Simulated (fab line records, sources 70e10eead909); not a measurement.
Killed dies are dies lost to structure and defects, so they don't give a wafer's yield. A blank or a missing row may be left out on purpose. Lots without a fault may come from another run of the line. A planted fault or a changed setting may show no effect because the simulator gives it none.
fab line records | flow nand_harc
record lots=12 wafers=36 last_day=25
route steps=1159 shown A_M0@1015 A_BONDPAD@1080 END@1159
lots that met no fault: from a run of the same line without faults
start_h: hours from the record's first day to the start of the lot's first wafer shown | wait_h: hours since the lot's step before | " the same as in the row above | L1.1+2: a row that stands for several wafers | - no value, or no start given | * or withheld: withheld | < > ~ a bound
route shown NAME@n: a module of which the file shows steps, and the number in the route of the first | usual: mean/standard deviation of fault-free wafers | same: alike in all rows | chamber/n: place in a boat | sites: the reading at each site | _std_site: their standard deviation | _edge_site: outer sites' mean less inner sites' | radius_mm: how far each site lies from the wafer's centre | mask NAME#n: copy n | behind: the tool/chamber that last shaped the wafer | hold: why the lot was held/for how many hours/how that ended | device: the transistor (n, p or np) that didn't switch | end of line: the same wafers' tests at the end of the route | a step without rows: its recipe alone | killed: dies lost to structure and defects at the first sort, not the wafer's yield | map: a wafer's dies, x killed, . not, _ none there
set.NAME: the setting as run; set.NAME@STEP: as run at that earlier step | model.NAME: the simulator's own value behind a step, which no gauge read
steps of the route over a sample of lots; a table a step, a row a wafer
services: from which hour (start_h, from the record's first day; less than 0 if before it) a tool's chamber was out of use, for how many hours, and why
## steps
# step NHARC_A_M0_PVD_20
# recipe target_thk_a=50 bias_v=168.6 power_w=15000 chamber_pressure_pa=0.12 time_s=8.06 substrate_temp_c=50 material=TaN
# usual throttle_valve_pct=30.0/0.73
# columns lot.wafer tool chamber start_h wait_h throttle_valve_pct
L447.4 pvd_sputter-03 - 408.98 - 29.4
L447.6 " - " " 30.0
L447.5 " - " " 29.3
L446.1 pvd_sputter-02 - 412.97 - 30.4
L446.2 " - " " 30.0
L446.6 " - " " 30.1
L451.3 pvd_sputter-01 - 423.63 - 29.3
L451.1 " - " " 29.6
L451.4 " - " " 32.3
L452.3 pvd_sputter-03 - 427.67 - 30.2
L452.5 " - " " 29.8
L452.6 " - " " 29.7
L449.1 pvd_sputter-01 - 437.39 - 29.7
L449.6 " - " " 32.0
L449.5 " - " " 29.3
L450.4 pvd_sputter-02 - 441.77 - 28.9
L450.2 " - " " 30.5
L450.3 " - " " 30.1
L455.4 pvd_sputter-02 - 454.54 - 30.5
L455.1 " - " " 30.5
L455.6 " - " " 30.6
L456.2 pvd_sputter-03 - 468.39 - 30.8
L456.4 " - " " 30.1
L456.6 " - " " 30.8
L461.2 pvd_sputter-02 - 510.31 - 30.5
L461.1 " - " " 30.3
L461.5 " - " " 28.7
L463.2 pvd_sputter-02 - 513.40 - 30.3
L463.3 " - " " 29.9
L463.6 " - " " 30.6
L465.3 pvd_sputter-03 - 514.28 - 30.5
L465.6 " - " " 30.7
L465.5 " - " " 30.3
L469.1 pvd_sputter-01 - 542.56 - 31.6
L469.2 " - " " 30.0
L469.4 " - " " 29.8
# step NHARC_A_BONDPAD_ETCH_24
# recipe target_depth_a=300 over_etch_frac=0.3 time_s=72.99 ion_energy_ev=150 cf4_flow_sccm=50 n2_flow_sccm=100 ar_flow_sccm=150 rf_w=300 bias_w=100 chemistry=CF4/N2
# usual drypump_motor_current_A=5.68/0.27 mfc_ar_sccm=150.0/0.44 oes_product_au=1.001/0.0079 rf_vpp_V=313.8/1.9 showerhead_plenum_p_Torr=2.59/0.096 throttle_valve_pct=19.794/0.0084
# columns lot.wafer tool chamber start_h wait_h drypump_motor_current_A mfc_ar_sccm oes_product_au rf_hours_counter_h rf_vpp_V showerhead_plenum_p_Torr throttle_valve_pct
L447.4 rie_diel-09 0 418.23 0.1 5.78 149.4 0.997 - 312.2 2.49 19.783
L447.5 " 2 " " 6.01 149.7 0.986 - 311.3 2.43 19.786
L447.6 " 3 " " 6.10 149.5 1.019 - 314.6 2.66 19.786
L446.2 rie_diel-09 3 - - 6.12 150.4 1.002 32 314.8 2.66 19.801
L446.1 " 0 " " 5.78 149.3 1.003 30 310.9 2.49 19.790
L446.6 " 1 " " 5.48 149.7 1.017 - 311.6 2.48 19.787
L451.3 rie_diel-03 3 - - 5.74 149.5 1.005 12 312.1 2.50 19.795
L451.4 " 0 " " 5.91 149.6 0.990 12 314.5 2.60 19.800
L451.1 " 1 " " 5.64 149.6 0.987 12 314.6 2.62 19.786
L452.3 rie_diel-13 2 - - 5.67 150.4 1.009 5 313.9 2.59 19.785
L452.6 " 3 " " 5.79 150.3 0.991 - 314.9 2.67 19.799
L452.5 " 0 " " 5.64 150.0 1.002 - 313.1 2.63 19.804
L449.1 rie_diel-13 0 - - 5.63 149.8 1.008 6 313.9 2.63 19.784
L449.5 " 3 " " 5.78 149.7 0.997 - 314.7 2.67 19.799
L449.6 " 0 " " 5.63 150.3 0.996 - 315.4 2.63 19.789
L450.3 rie_diel-13 0 - - 5.59 149.4 1.002 6 315.1 2.63 19.806
L450.2 " 1 " " 5.14 150.5 1.002 6 312.7 2.51 19.793
L450.4 " 2 " " 5.68 150.5 1.015 5 315.0 2.59 19.788
L455.1 rie_diel-09 0 - - 5.78 149.8 1.000 5 312.2 2.49 19.778
L455.4 " 1 " " 5.47 150.8 0.992 5 312.0 2.48 19.792
L455.6 " 0 " " 5.77 149.6 0.994 - 312.1 2.49 19.799
L456.4 rie_diel-13 2 - - 5.68 149.7 1.008 0 313.8 2.59 19.796
L456.2 " 1 " " 5.13 150.3 0.993 0 312.3 2.51 19.804
L456.6 " 2 " " 5.67 150.2 1.013 - 313.0 2.59 19.806
L461.1 rie_diel-09 1 - - 5.48 149.3 0.983 14 311.1 2.47 19.803
L461.2 " 0 " " 5.77 149.8 1.001 14 312.2 2.49 19.787
L461.5 " 2 " " 6.03 149.9 0.995 - 316.3 2.83 19.809
L463.3 rie_diel-09 1 - - 5.47 150.5 1.000 14 311.3 2.47 19.796
L463.2 " 2 " " 6.01 149.6 0.996 13 318.2 2.83 19.796
L463.6 " 3 " " 6.12 149.9 1.008 - 313.1 2.65 19.806
L465.3 rie_diel-03 1 - - 5.66 150.8 0.999 48 315.4 2.61 19.803
L465.6 " 3 " " 5.71 150.0 1.015 - 312.4 2.49 19.787
L465.5 " 0 " " 5.88 150.6 0.994 - 315.0 2.59 19.786
L469.1 rie_diel-13 2 550.97 0.1 5.68 150.7 1.007 4 314.5 2.59 19.787
L469.2 " 1 " " 5.13 149.8 1.005 3 313.0 2.51 19.786
L469.4 " 2 " " 5.68 150.5 1.008 - 313.8 2.59 19.784
# step NHARC_A_BONDPAD_PVD_27
# recipe target_thk_a=300 chamber_pressure_pa=5 power_w=5000 substrate_temp_c=30 time_s=20.49 material=Cu
# usual throttle_valve_pct=30.1/0.76
# columns lot.wafer tool chamber start_h wait_h throttle_valve_pct
L447.4 pvd_sputter-01 - - - 29.1
L447.5 " - " " 29.1
L447.6 " - " " 30.6
L446.1 pvd_sputter-03 - - - 29.8
L446.2 " - " " 29.6
L446.6 " - " " 30.1
L451.1 pvd_sputter-03 - - - 30.1
L451.4 " - " " 29.9
L451.3 " - " " 30.2
L452.3 pvd_sputter-02 - - - 30.0
L452.6 " - " " 30.0
L452.5 " - " " 30.0
L449.1 pvd_sputter-03 - - - 30.2
L449.5 " - " " 29.3
L449.6 " - " " 30.3
L450.4 pvd_sputter-02 - - - 30.3
L450.3 " - " " 30.6
L450.2 " - " " 28.9
L455.1 pvd_sputter-01 - - - 32.0
L455.4 " - " " 29.3
L455.6 " - " " 30.3
L456.4 pvd_sputter-02 - - - 30.3
L456.2 " - " " 28.7
L456.6 " - " " 30.7
L461.2 pvd_sputter-03 - - - 30.8
L461.1 " - " " 31.0
L461.5 " - " " 30.6
L463.3 pvd_sputter-03 - - - 30.8
L463.2 " - " " 30.4
L463.6 " - " " 30.1
L465.3 pvd_sputter-03 - - - 30.3
L465.6 " - " " 29.7
L465.5 " - " " 31.0
L469.1 pvd_sputter-03 - - - 29.6
L469.4 " - " " 30.8
L469.2 " - " " 30.4
# step NHARC_A_BONDPAD_THK_MEAS_20
# recipe thk_meas_gauge=xrf
# usual thk_nm=169.5/1.4
# columns lot.wafer tool chamber start_h wait_h thk_nm
L447.4 film_metro-02 - 420.22 - 170.2
L447.5 " - " " 169.5
L447.6 " - " " 172.0
L446.1 film_metro-02 - 423.11 - 169.4
L446.2 " - " " 171.1
L446.6 " - " " 171.0
L451.1 film_metro-01 - 434.34 - 170.6
L451.3 " - " " 169.6
L451.4 " - " " 168.7
L452.3 film_metro-01 - 437.93 - 168.0
L452.5 " - " " 171.4
L452.6 " - " " 171.3
L449.1 film_metro-01 - 447.88 - 170.7
L449.5 " - " " 170.2
L449.6 " - " " 171.5
L450.2 film_metro-01 - 452.07 - 169.0
L450.3 " - " " 170.3
L450.4 " - " " 170.8
L455.1 film_metro-02 - 464.68 - 168.5
L455.4 " - " " 168.4
L455.6 " - " " 169.3
L456.2 film_metro-01 - 478.61 - 170.6
L456.4 " - " " 167.9
L456.6 " - " " 169.3
L461.1 film_metro-01 - 521.61 - 168.3
L461.2 " - " " 171.9
L461.5 " - " " 170.6
L463.2 film_metro-01 - 523.67 - 166.4
L463.3 " - " " 169.7
L463.6 " - " " 168.3
L465.3 film_metro-01 - 525.33 - 168.5
L465.5 " - " " 171.6
L465.6 " - " " 168.0
L469.1 film_metro-01 - 552.82 - 168.8
L469.2 " - " " 169.0
L469.4 " - " " 167.7
# step NHARC_END_SORT_01
# recipe temp_c=25
# usual defect_limited_yield=95.3/1.7 killed_at_array=28/11 killed_at_other=0.5/0.85 killed_at_periphery=2.7/1.9 killed_dies=32/12 killed_open=3.3/1.6 killed_short=2.1/1.5 sort_bin_2_pct=1.5/0.71 sort_bin_3_pct=0.25/0.23 sort_bin_4_pct=3.0/1.1 sort_n_pass=645/12 sort_rim_yield_pct=95/3.1 sort_yield_pct=95.3/1.7
# same gross_dies=677 sort_bin_5_pct[%]=0 sort_bin_6_pct[%]=0 sort_bin_7_pct[%]=0 sort_bin_8_pct[%]=0 sort_rim_n_gross=106.00
# columns lot.wafer tool chamber start_h wait_h defect_limited_yield[%] killed_at_array killed_at_other killed_at_periphery killed_dies killed_open killed_short sort_bin_2_pct[%] sort_bin_3_pct[%] sort_bin_4_pct[%] sort_n_pass sort_rim_yield_pct[%] sort_yield_pct[%]
L461.1 prober-01 0 556.25 2.5 96.9 16 3 2 21 2 3 0.4 0 2.7 656 98 96.9
L461.2 prober-01 0 557.05 2.8 87.3 85 0 1 86 2 1 4.0 3.84 4.9 591 86 87.3
L461.5 prober-01 0 559.44 3.7 96.9 18 0 3 21 5 3 1.0 0.15 1.9 656 98 96.9
L463.2 prober-02 0 556.91 2.8 85.8 92 1 3 96 2 0 4.9 4.14 5.2 581 83 85.8
L463.3 prober-02 0 557.71 3.1 95.3 31 0 1 32 4 3 1.6 0.15 3.0 645 99 95.3
L463.6 prober-02 0 560.11 4.0 85.4 96 0 3 99 4 1 5.5 3.99 5.2 578 87 85.4
# killed by level:class
L461.1 A_CHANNEL_HOLE_D1:chamber_film_flake=8 A_STAIRCASE:chamber_film_flake=3 A_CONTACT:chamber_film_flake=3 P_CONTACT:geometric_particle:open=1 A_ONON_D1:geometric_particle:short=1 A_WL_FILL:geometric_particle:short=1 STARTING-WAFER:geometric_particle:short=1 P_BONDPAD:chamber_film_flake=1
L463.2 A_M0:unspecified=61 A_SLIT:chamber_film_flake=12 A_CHANNEL_HOLE_D1:chamber_film_flake=10 A_CONTACT:chamber_film_flake=8 P_CONTACT:geometric_particle:open=1 P_M0:geometric_particle:open=1 P_GATE:chamber_film_flake=1 A_STAIRCASE:chamber_film_flake=1
L461.2 A_M0:unspecified=72 A_CHANNEL_HOLE_D1:chamber_film_flake=4 A_STAIRCASE:chamber_film_flake=4 A_CONTACT:chamber_film_flake=2 P_CONTACT:geometric_particle:open=1 A_SGD_CUT:geometric_particle:short=1 A_CONTACT:geometric_particle:open=1 A_CHANNEL_FILL_D1:chamber_film_flake=1
L463.3 A_SLIT:chamber_film_flake=15 A_CONTACT:chamber_film_flake=6 A_CONTACT:geometric_particle:open=2 A_CHANNEL_HOLE_D1:chamber_film_flake=2 A_ONON_D1:geometric_particle:short=1 A_CHANNEL_HOLE_D1:geometric_particle:short=1 A_CHANNEL_FILL_D1:geometric_particle:short=1 A_CHANNEL_FILL_D1:geometric_particle:open=1
L461.5 A_CHANNEL_HOLE_D1:chamber_film_flake=5 A_CONTACT:chamber_film_flake=5 A_CHANNEL_FILL_D1:geometric_particle:open=2 P_M0:geometric_particle:open=1 P_M2:geometric_particle:short=1 A_ONON_D1:geometric_particle:open=1 A_CHANNEL_FILL_D1:chamber_film_flake=1 A_SGD_CUT:geometric_particle:short=1
L463.6 A_M0:unspecified=63 A_SLIT:chamber_film_flake=21 A_CONTACT:chamber_film_flake=4 A_STAIRCASE:chamber_film_flake=3 A_CHANNEL_HOLE_D1:chamber_film_flake=2 P_M0:geometric_particle:open=1 P_BONDPAD:geometric_particle:open=1 A_CHANNEL_FILL_D1:geometric_particle:open=1
## services
# columns tool chamber start_h hours kind
rie_diel-09 0 385.92 - clean
rie_diel-09 1 385.92 - clean
rie_diel-09 2 385.92 - clean
rie_diel-09 3 385.92 - clean
pvd_sputter-02 - 392.02 10.0 pm
rie_diel-03 - 392.40 9.0 pm
rie_diel-13 0 407.51 - clean
rie_diel-13 1 407.51 - clean
rie_diel-13 2 407.51 - clean
rie_diel-13 2 413.50 10.4 repair
pvd_sputter-02 - 415.97 2.9 repair
rie_diel-09 1 416.14 3.3 repair
rie_diel-09 - 431.41 9.0 pm
rie_diel-13 - 453.00 9.0 pm
pvd_sputter-03 - 458.00 10.0 pm
rie_diel-13 1 462.67 11.4 repair
rie_diel-03 0 486.63 5.8 repair
pvd_sputter-02 - 487.12 0.6 repair
rie_diel-09 2 509.84 4.7 repair
pvd_sputter-03 - 509.94 3.9 repair
pvd_sputter-01 - 514.00 10.0 pm
pvd_sputter-02 - 521.46 2.7 repair
rie_diel-13 3 546.37 15.1 repair
pvd_sputter-02 - 546.47 12.8 repair
## key
first_sign step=NHARC_END_SORT_01 reading=killed_at_array direction=up sigmas=5.5 usual=28 struck=91
effect step=NHARC_END_SORT_01 reading=killed_dies direction=up sigmas=5.3 usual=32 struck=94
more_kills_born_at NHARC_A_M0_PVD_20@pvd_sputter-02=196
met_at NHARC_A_M0_PVD_20
struck_lots L461,L463
struck_wafers L461.2,L463.2,L463.6
not_acting_at NHARC_A_BONDPAD_ETCH_24,NHARC_A_BONDPAD_PVD_27,NHARC_A_BONDPAD_THK_MEAS_20
onset_between 454.54 510.31
fault kind=chamber_particle_source tool=pvd_sputter-02 chamber=- onset_h=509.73 steps=NHARC_A_M0_PVD_20 rate_per_visit_cm2=1.5094 end_h=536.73 scope=struck_wafers_only
